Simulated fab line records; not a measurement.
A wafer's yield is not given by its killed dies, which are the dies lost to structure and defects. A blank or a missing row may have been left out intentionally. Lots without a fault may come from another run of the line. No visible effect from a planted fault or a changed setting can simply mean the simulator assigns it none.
Which tool was responsible?	flow nand harc	at 1 step of a route of 1302, 12 lots with 36 wafers sampled

## WHAT THE GAUGES SHOWED, per wafer
NHARC_A_CHANNEL_HOLE_D1_INSPECT_12.
lot	measured	on	raw defect count
L075	day 8 18:49	defect inspect-02	6 4 9
L077	day 9 23:16	defect inspect-02	5 7 7
L079	day 10 17:27	defect inspect-01	8 4 5
L081	day 11 02:38	defect inspect-01	4 3 2
L083	day 12 04:14	defect inspect-02	8 5 5
L085	day 13 06:33	defect inspect-01	15 4 8
L088	day 14 09:37	defect inspect-02	5 7 10
L089	day 14 22:15	defect inspect-02	4 1 4
L091	day 15 13:23	defect inspect-02	6 10 1
L093	day 16 11:58	defect inspect-02	9 9 6
L095	day 17 10:05	defect inspect-01	7 8 4
L097	day 17 21:55	defect inspect-01	8 6 3

## WHICH TOOL RAN EACH LOT (tool, then ch and the chambers of the sampled wafers, then the start)
There is no process step in the record ahead of these readings.

## THE ANSWER, worked out from the rows above alone
Rule: the usual values come from the lots themselves. Put in order of their means at a reading, lots are off if they are a third of the lots or fewer, leave a main group of 4 or more, and stand apart from it by a gap of 3 or more times the standard deviation of the main group's means; of several such gaps the widest counts. Not used: any main group whose means are identical at the precision the tables above print for the reading. A lot without any number at a reading at which 4 lots or more have one is off too. Where the step has rows for the other lots, those lots are counted as sound.
No lot is off on any of the readings shown, so nothing can be concluded from this.

## WHAT HAD BEEN PUT IN BY THE SIMULATOR
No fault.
